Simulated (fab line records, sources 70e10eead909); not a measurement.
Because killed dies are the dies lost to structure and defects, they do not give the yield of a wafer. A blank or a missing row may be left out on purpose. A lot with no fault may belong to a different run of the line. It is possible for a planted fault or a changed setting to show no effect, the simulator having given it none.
A lot that was struck, set against a sound lot ; flow nand-harc ; 15 steps out of a route of 1302
Sound: wafers L458.1, L458.2, L458.6. Wafers struck: L453.1, L453.3, L453.4. The cause is given at the end.
Per side, at each step with rows, come the tool, then ch with its chambers, and then its first start. Under that, the readings that differ: sound wafers ; struck wafers ; difference of the means ; sigmas: that difference in standard deviations of wafers without a fault.
alike: readings with means less than 2 such deviations apart, plus words and numbers identical on both sides. not compared: withheld readings, readings lacking a value on some wafer, bounds such as >300 that could conceal the same value, and numbers that have no deviation in the record and whose values overlap.
The two part at a step that has a row with sigmas, a row that says differs or no value, or rows on one side only. Numbers that don't overlap but have no deviation are shown without sigmas and don't part them. Lack of a reading on every wafer of one side parts them only where that side has two or more wafers.

first, 1 step without rows for these wafers: NHARC_A_CONTACT_ETCH_122 (etches the open film in C4F8/O2/Ar, time 190 s, target depth 1850 nm).
NHARC_A_CONTACT_ETCH_123: etches the open film in C4F8/O2/Ar, time 490 s, target depth 2110 nm.
  sound on har-cap-etch-02 ch 0,1, day 28 22:07; struck on har-cap-etch-03 ch 0,1, day 26 05:37
  not compared: rf-hours-counter-h
NHARC_A_CONTACT_ETCH_90: etches the open film in CH3F/O2, target depth 40 nm, time 85.7 s.
  sound on rie-diel-04 ch 0,1,3, day 28 23:05; struck on rie-diel-01 ch 1,2,3, day 26 06:36
  alike: drypump-motor-current-A, oes-product-au, rf-vpp-V, showerhead-plenum-p-Torr, throttle-valve-pct
  not compared: rf-hours-counter-h
NHARC_A_CONTACT_ETCH_96: etches the open film in C4F6/O2, target depth 20 nm, time 10 s.
  sound on rie-diel-04 ch 0,2,3; struck on rie-diel-01 ch 0,2,3
  alike: drypump-motor-current-A, oes-product-au, rf-vpp-V, showerhead-plenum-p-Torr, throttle-valve-pct
  not compared: rf-hours-counter-h
NHARC_A_CONTACT_CD_MEAS_53:
  sound on cd-sem-01 at day 28 23:19; struck on cd-sem-03 at day 26 06:49
  alike: cd-nm
then, 3 steps without rows for these wafers: NHARC_A_CONTACT_STRIP_99 (strips in N2/H2); NHARC_A_CONTACT_STRIP_100 (strips in CF4/CHF3); NHARC_A_CONTACT_STRIP_101 (strips in O2/COS).
NHARC_A_CONTACT_ETCH_102: etches the open film in CF4/O2, target depth 100 nm, overetch 10 nm, time 55 s.
  sound on rie-diel-06 ch 0,1, day 28 23:38; struck on rie-diel-01 ch 0,1,3, day 26 07:07
  alike: drypump-motor-current-A, oes-product-au, rf-vpp-V, showerhead-plenum-p-Torr, throttle-valve-pct
  not compared: rf-hours-counter-h
NHARC_A_CONTACT_STRIP_55: strips in O2.
  sound on rie-diel-06 ch 1,2; struck on rie-diel-01 ch 1,2,3
  alike: drypump-motor-current-A, oes-product-au, rf-vpp-V, showerhead-plenum-p-Torr, throttle-valve-pct
  not compared: rf-hours-counter-h
then, 2 steps without rows for these wafers: NHARC_A_CONTACT_STRIP_56 (strips in post etch residue remover, time 600 s); NHARC_A_CONTACT_DEP_57 (deposits aC, target thk 5300 nm).
NHARC_A_CONTACT_DEP_58: deposits SiON, target thk 90 nm.
  sound on pecvd-03 ch 0,1, day 29 04:46; struck on pecvd-03 ch 0,2, day 26 13:55
  no value came back on the struck wafers for chamber-pressure-Torr (Torr), heater-power-outer-w (W), heater-power-w (W); on the sound wafers chamber-pressure-Torr (Torr) reads 3.490 3.485 3.492
then, 1 step without rows for these wafers: NHARC_A_CONTACT_DEHYDRATE_59 (time 120 s).
-- the record jumps here: 3 days lie between the struck wafers' starts before and after (it left off in module A_CONTACT and takes up again in module END, whose first step shown is number 1302 of the route) --
NHARC_END_SORT_01:
  sound on prober-02 ch 0, day 31 19:36; struck on prober-01 ch 0, day 29 02:35
reading;sound;struck;difference;sigmas
hold;- - -;await-dispo/6.2h/scrap await-dispo/6.2h/scrap await-dispo/6.2h/scrap;no value on the sound wafers;
killed-at-array;103 94 85;675 672 674;+580;+31
killed-dies;112 101 92;677 677 677;+575;+29
  alike: killed-at-other, killed-at-periphery, killed-open, killed-short

## WHERE THEY PART
Last at NHARC_END_SORT_01 as far as this record goes, first at NHARC_A_CONTACT_DEP_58.

WHY: whatever the simulator had introduced
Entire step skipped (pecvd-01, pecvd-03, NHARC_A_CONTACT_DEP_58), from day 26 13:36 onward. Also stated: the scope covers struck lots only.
